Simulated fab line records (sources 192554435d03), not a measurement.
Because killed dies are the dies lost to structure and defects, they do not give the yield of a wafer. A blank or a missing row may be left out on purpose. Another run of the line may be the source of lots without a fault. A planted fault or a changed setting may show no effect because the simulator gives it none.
One fault seen from 2 desks + flow n5 finfet + each desk has only its own numbers; what lay behind them comes last

## TOOL OWNER'S DESK, rie diel-04
The tool's own readings at N5_BEOL_M7_VIA_ETCH_34 (etches SiCOH lowk in C4F6/O2, target depth 125.5 nm, time 50.5 s): means of the sampled wafers that have a number, for each lot that ran on this tool. If a lot's mean is further than 4 standard deviations from the usual mean, the lot is out of limits and carries the mark OUT (the distance appears in the brackets). Of its 8 readings 7 are shown: those that lie furthest out on some lot.
Columns: A = chamber pressure mTorr at N5_BEOL_M7_VIA_ETCH_34, usual 29.998 mTorr; B = oes_f_703_au at N5_BEOL_M7_VIA_ETCH_34, usual 0.79 a.u.; C = oes product au at N5_BEOL_M7_VIA_ETCH_34, usual 0.79 a.u.; D = rf fwd power W at N5_BEOL_M7_VIA_ETCH_34, usual 341.3 W; E = rf vpp V at N5_BEOL_M7_VIA_ETCH_34, usual 659 V; F = showerhead plenum p Torr at N5_BEOL_M7_VIA_ETCH_34, usual 2.83 Torr; G = throttle valve pct at N5_BEOL_M7_VIA_ETCH_34, usual 20.99 %
| lot  | first seen here | A      | B    | C    | D     | E   | F    | G     |
|------|-----------------|--------|------|------|-------|-----|------|-------|
| L165 | day 11 21:26    | 29.997 | 0.75 | 0.75 | 341.4 | 656 | 2.77 | 20.96 |
| L167 | day 12 18:05    | 29.982 | 0.80 | 0.86 | 342.0 | 651 | 2.75 | 20.93 |
| L179 | day 15 21:01    | 29.992 | 0.83 | 0.82 | 341.5 | 655 | 2.76 | 20.97 |
| L181 | day 16 19:37    | 29.989 | 0.80 | 0.79 | 342.9 | 655 | 2.75 | 20.90 |
This desk found nothing out of limits on any of the 4 lots.

## METROLOGY DESK
Lot by lot, what the gauges showed, no matter which tool ran the lot: averages of those sampled wafers that carry a number. If a lot's mean is further than 4 standard deviations from the usual mean, the lot is out of limits and carries the mark OUT (the distance appears in the brackets).
Columns: A = cd nm at N5_BEOL_M7_CD_MEAS_18, usual 40.0 nm; B = trench depth nm at N5_BEOL_M7_OCD_MEAS_38, usual 94.0 nm
| lot  | first seen here | A    | B    |
|------|-----------------|------|------|
| L162 | day 10 19:37    | 40.4 | 93.1 |
| L164 | day 11 06:32    | 39.9 | 95.2 |
| L163 | day 11 16:32    | 40.1 | 94.4 |
| L165 | day 11 20:15    | 39.6 | 93.2 |
| L167 | day 12 16:09    | 40.3 | 93.1 |
| L175 | day 14 19:41    | 39.6 | 93.2 |
| L178 | day 15 11:44    | 39.2 | 93.4 |
| L179 | day 15 19:02    | 40.2 | 93.7 |
| L181 | day 16 16:17    | 40.5 | 92.5 |
| L183 | day 17 19:47    | 40.0 | 95.9 |
This desk found nothing out of limits on any of the 10 lots.

## BROUGHT TOGETHER
The tool owner's desk saw nothing out of limits.
At the metrology desk, nothing out of limits was observed.

## WHAT HAD BEEN PUT IN BY THE SIMULATOR
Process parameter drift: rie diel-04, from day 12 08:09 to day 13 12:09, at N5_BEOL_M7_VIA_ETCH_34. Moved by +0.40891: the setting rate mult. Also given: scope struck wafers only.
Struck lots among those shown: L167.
